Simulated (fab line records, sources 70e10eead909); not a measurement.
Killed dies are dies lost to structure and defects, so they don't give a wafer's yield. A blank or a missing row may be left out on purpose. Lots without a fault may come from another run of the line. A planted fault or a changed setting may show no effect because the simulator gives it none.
Chamber matching | flow nand_harc | NHARC_A_WL_FILL_ETCHBACK_26 on rie_si-06: 4 sister chambers
The step etches the open film in HBr, target depth 52 nm, time 13.3 s. 8 wafers are shown with their chamber, then 9 later ones without.

WAFERS WITH THEIR CHAMBER
wafer  | chamber | drypump_motor_current_A (A) | oes_product_au (a.u.)
L082.1 | 3       | 5.7                         | 0.997
L084.4 | 1       | 6.2                         | 0.980
L084.5 | 2       | 5.1                         | 0.989
L087.2 | 1       | 6.2                         | 0.986
L087.5 | 0       | 5.1                         | 0.996
L086.1 | 2       | 5.1                         | 0.989
L086.3 | 3       | 5.7                         | 1.006
L086.5 | 0       | 5.2                         | 0.983

WAFERS WITHOUT THEIR CHAMBER
wafer  | drypump_motor_current_A (A) | oes_product_au (a.u.)
L092.2 | 6.2                         | 0.980
L092.3 | 5.1                         | 0.987
L092.6 | 5.1                         | 0.995
L095.1 | 5.7                         | 1.019
L095.4 | 6.2                         | 0.978
L095.6 | 5.1                         | 0.994
L094.2 | 5.1                         | 0.998
L094.4 | 6.2                         | 0.985
L094.6 | 6.2                         | 0.973

WHICH CHAMBER EACH WENT THROUGH
wafer  | from the rows above     | in truth
L092.2 | 1                       | 1
L092.3 | can't be placed: 2 or 0 | 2
L092.6 | can't be placed: 2 or 0 | 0
L095.1 | 3                       | 3
L095.4 | 1                       | 1
L095.6 | can't be placed: 2 or 0 | 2
L094.2 | can't be placed: 2 or 0 | 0
L094.4 | 1                       | 1
L094.6 | 1                       | 1
Placed correctly: 5 of 9. Can't be placed from these rows: 4 (the true chamber is among the candidates in 4). Placed wrongly: 0.
How it was worked out, from the rows above alone: a wafer's distance from a chamber is the root of the sum, over the readings, of the square of ((its reading less the chamber's mean) divided by the reading's scatter). The wafer belongs to the nearest chamber; if the next one is less than 2 further off, it can't be placed. A chamber's mean is the mean of its shown wafers. The scatter: the root of (the sum of the squares of (reading less its chamber's mean) over the shown wafers, divided by (wafers less chambers)).
